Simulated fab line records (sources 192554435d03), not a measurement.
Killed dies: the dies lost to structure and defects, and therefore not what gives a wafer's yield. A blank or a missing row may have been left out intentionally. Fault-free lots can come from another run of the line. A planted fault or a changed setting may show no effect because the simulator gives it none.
Which tool was responsible? | flow n5Finfet | 12 lots with 34 wafers sampled at 5 steps, on a route of 1938 steps

## WHAT THE GAUGES SHOWED, per wafer
N5_WELL_APT_CD_MEAS_08 targets a cd of 200 nm. Usual: cdNm 200.1 nm, standard deviation 1.2.
lot  | measured    | on       | cdNm (nm)         | flag
L291 | day 1 13:44 | cdSem-01 | 202.1 202.2 201.3 | 
L292 | day 1 19:49 | cdSem-03 | 200.4 202.2 199.3 | 
L293 | day 2 01:35 | cdSem-02 | 198.7 198.1 198.1 | 
L295 | day 2 13:35 | cdSem-03 | 199.9 201.8 198.0 | 
L297 | day 3 01:41 | cdSem-01 | 198.8 199.7 199.7 | 
L301 | day 4 01:42 | cdSem-01 | 180.1 202.4       | OFF
L303 | day 4 13:49 | cdSem-03 | 176.7 200.1 200.7 | OFF
L304 | day 4 20:56 | cdSem-02 | 177.8 202.0       | OFF
L309 | day 6 01:55 | cdSem-01 | 199.6 200.5 200.9 | 
L312 | day 6 19:50 | cdSem-03 | 198.1 198.7 199.1 | 
L313 | day 7 02:16 | cdSem-02 | 199.2 198.9 198.3 | 
L314 | day 7 08:02 | cdSem-01 | 197.9 198.6 198.9 | 

N5_WELL_APT_CD_MEAS_25 targets a cd of 200 nm. Usual: cdNm 200.0 nm, standard deviation 1.2.
lot  | measured    | on       | cdNm (nm)         | flag
L291 | day 1 14:57 | cdSem-03 | 200.2 199.9 199.4 | 
L292 | day 1 21:02 | cdSem-02 | 199.0 199.2 200.1 | 
L293 | day 2 02:57 | cdSem-03 | 199.5 199.9 199.2 | 
L295 | day 2 15:05 | cdSem-01 | 199.7 200.0 199.0 | 
L297 | day 3 02:56 | cdSem-01 | 202.9 200.4 201.6 | 
L301 | day 4 03:05 | cdSem-02 | 200.7 200.7       | 
L303 | day 4 15:51 | cdSem-02 | 199.7 199.8 199.2 | 
L304 | day 4 22:37 | cdSem-01 | 200.3 201.3       | 
L309 | day 6 03:04 | cdSem-02 | 200.0 199.4 199.1 | 
L312 | day 6 21:05 | cdSem-01 | 200.2 199.7 199.6 | 
L313 | day 7 03:38 | cdSem-01 | 199.9 198.1 200.6 | 
L314 | day 7 09:18 | cdSem-01 | 202.0 202.0 202.5 | 

N5_PMOS_HMC_CHANNEL_EPI_CD_MEAS_09 targets a cd of 237.4 nm. Usual: cdNm 237.2 nm, standard deviation 0.83.
lot  | measured    | on       | cdNm (nm)         | flag
L291 | day 1 17:20 | cdSem-01 | 236.8 237.1 236.3 | 
L292 | day 1 23:06 | cdSem-01 | 236.6 236.3 236.8 | 
L293 | day 2 05:25 | cdSem-03 | 237.9 237.4 238.3 | 
L295 | day 2 17:15 | cdSem-01 | 236.9 236.7 236.1 | 
L297 | day 3 05:20 | cdSem-03 | 235.6 236.9 236.6 | 
L301 | day 4 05:25 | cdSem-02 | 236.6 237.9       | 
L303 | day 4 18:13 | cdSem-02 | 237.8 237.0 236.5 | 
L304 | day 5 01:07 | cdSem-01 | 236.3 236.9       | 
L309 | day 6 05:39 | cdSem-03 | 237.4 237.7 236.8 | 
L312 | day 6 23:24 | cdSem-02 | 237.2 236.2 236.7 | 
L313 | day 7 05:43 | cdSem-02 | 238.5 239.2 238.6 | 
L314 | day 7 11:28 | cdSem-03 | 236.3 237.1 237.1 | 

## EACH LOT AND THE TOOL THAT RAN IT (in order: tool; ch and the chambers of the sampled wafers; start)
lot  | N5_ZERO_LAYER_ETCH_17            | N5_WELL_APT_PEB_06
L291 | rieDiel-04 ch 1,2, day 1 12:44   | lithoTrack-02 ch 0, day 1 13:37
L292 | rieDiel-04 ch 0,1,3, day 1 18:51 | lithoTrack-04 ch 0, day 1 19:42
L293 | rieDiel-06 ch 0,1,2, day 2 00:44 | lithoTrack-05 ch 0, day 2 01:28
L295 | rieDiel-02 ch 0,1,3, day 2 12:44 | lithoTrack-02 ch 0, day 2 13:28
L297 | rieDiel-06 ch 0,1,3, day 3 00:50 | lithoTrack-02 ch 0, day 3 01:34
L301 | rieDiel-04 ch 1,3, day 4 00:44   | lithoTrack-02 ch 0, day 4 01:35
L303 | rieDiel-06 ch 0,3, day 4 12:50   | lithoTrack-02 ch 0, day 4 13:41
L304 | rieDiel-02 ch 1,3, day 4 20:05   | lithoTrack-02 ch 0, day 4 20:49
L309 | rieDiel-02 ch 0,1,2, day 6 00:58 | lithoTrack-04 ch 0, day 6 01:49
L312 | rieDiel-02 ch 1,3, day 6 18:52   | lithoTrack-05 ch 0, day 6 19:43
L313 | rieDiel-02 ch 1,2,3, day 7 01:20 | lithoTrack-02 ch 0, day 7 02:09
L314 | rieDiel-04 ch 2,3, day 7 07:05   | lithoTrack-05 ch 0, day 7 07:56
- N5_ZERO_LAYER_ETCH_17: etches SiO2 in CF4, target depth 12 nm, time 13.3 s.
- N5_WELL_APT_PEB_06: peb time 90 s.

## AS READ BY THE TOOLS THEMSELVES (means over the sampled wafers that have a number; for cases with no such wafer, the mark the record gives instead)
N5_ZERO_LAYER_ETCH_17. Usual: drypumpMotorCurrentA 5.5 A, standard deviation 0.35; oesProductAu 0.76 a.u., standard deviation 0.067; rfVppV 948 V, standard deviation 3.7; showerheadPlenumPTorr 2.13 Torr, standard deviation 0.058; throttleValvePct 15.71 %, standard deviation 0.24.
lot  | tool       | drypumpMotorCurrentA (A) | oesProductAu (a.u.) | rfVppV (V) | showerheadPlenumPTorr (Torr) | throttleValvePct (%) | flag
L291 | rieDiel-04 | 5.6                      | 0.75                | 945        | 2.08                         | 15.78                | 
L292 | rieDiel-04 | 5.3                      | 0.84                | 948        | 2.13                         | 15.51                | 
L293 | rieDiel-06 | 5.2                      | 0.77                | 949        | 2.15                         | 15.85                | 
L295 | rieDiel-02 | 5.5                      | 0.77                | 949        | 2.14                         | 15.52                | 
L297 | rieDiel-06 | 5.3                      | 0.76                | 950        | 2.17                         | 15.86                | 
L301 | rieDiel-04 | 5.4                      | 0.86                | 947        | 2.12                         | 15.28                | 
L303 | rieDiel-06 | 5.7                      | 0.70                | 948        | 2.12                         | 15.93                | 
L304 | rieDiel-02 | 5.5                      | 0.73                | 950        | 2.17                         | 15.57                | 
L309 | rieDiel-02 | 5.8                      | 0.77                | 949        | 2.14                         | 15.65                | 
L312 | rieDiel-02 | 5.6                      | 0.72                | 950        | 2.17                         | 15.62                | 
L313 | rieDiel-02 | 5.7                      | 0.72                | 950        | 2.15                         | 15.63                | 
L314 | rieDiel-04 | 5.7                      | 0.76                | 943        | 2.05                         | 15.82                | 

N5_WELL_APT_PEB_06. Usual: heaterPowerTotalW 172.5 W, standard deviation 0.81; plateTempC 129.99 C, standard deviation 0.14; resistLineTempC 23.01 C, standard deviation 0.1.
lot  | tool          | heaterPowerTotalW (W) | plateTempC (C) | resistLineTempC (C) | flag
L291 | lithoTrack-02 | 172.0                 | 130.06         | 23.03               | 
L292 | lithoTrack-04 | 172.3                 | 130.06         | 23.03               | 
L293 | lithoTrack-05 | 172.0                 | 129.95         | 22.93               | 
L295 | lithoTrack-02 | 172.9                 | 129.99         | 23.21               | 
L297 | lithoTrack-02 | 173.1                 | 129.92         | 23.02               | 
L301 | lithoTrack-02 | 202.2                 | 130.12         | 23.12               | OFF
L303 | lithoTrack-02 | 192.7                 | 130.08         | 22.97               | OFF
L304 | lithoTrack-02 | 202.4                 | 129.88         | 23.07               | OFF
L309 | lithoTrack-04 | 172.8                 | 129.94         | 23.00               | 
L312 | lithoTrack-05 | 172.5                 | 130.16         | 22.99               | 
L313 | lithoTrack-02 | 172.9                 | 130.02         | 22.89               | 
L314 | lithoTrack-05 | 172.7                 | 129.96         | 23.00               | 

## THE ANSWER, worked out from the rows above alone
Rule: lot off if the mean of its wafers having a number is beyond 3 standard deviations from the usual mean. Also off: a lot with no number at a reading for which 4 or more lots have one. Any other lot the step has rows for is counted as sound. The gauges are gone through in route order, then the tools' own readings, and for those a lot's mean is taken as printed above. The first step at which some lot is off is used, and at that step the reading that is off furthest; a lot without a number counts as furthest.
Off: L301, L303, L304, at N5_WELL_APT_CD_MEAS_08 (cdNm).
If a tool, at a process step before that reading, ran all the lots that are off and no sound lot after the first of them, it fits. The gauges at N5_WELL_APT_CD_MEAS_08 aren't tried: what is off there is off at N5_WELL_APT_PEB_06 too, on other tools, and a gauge's error can't cause that. Not one of the candidates tried fits.

## WHAT HAD BEEN PUT IN BY THE SIMULATOR
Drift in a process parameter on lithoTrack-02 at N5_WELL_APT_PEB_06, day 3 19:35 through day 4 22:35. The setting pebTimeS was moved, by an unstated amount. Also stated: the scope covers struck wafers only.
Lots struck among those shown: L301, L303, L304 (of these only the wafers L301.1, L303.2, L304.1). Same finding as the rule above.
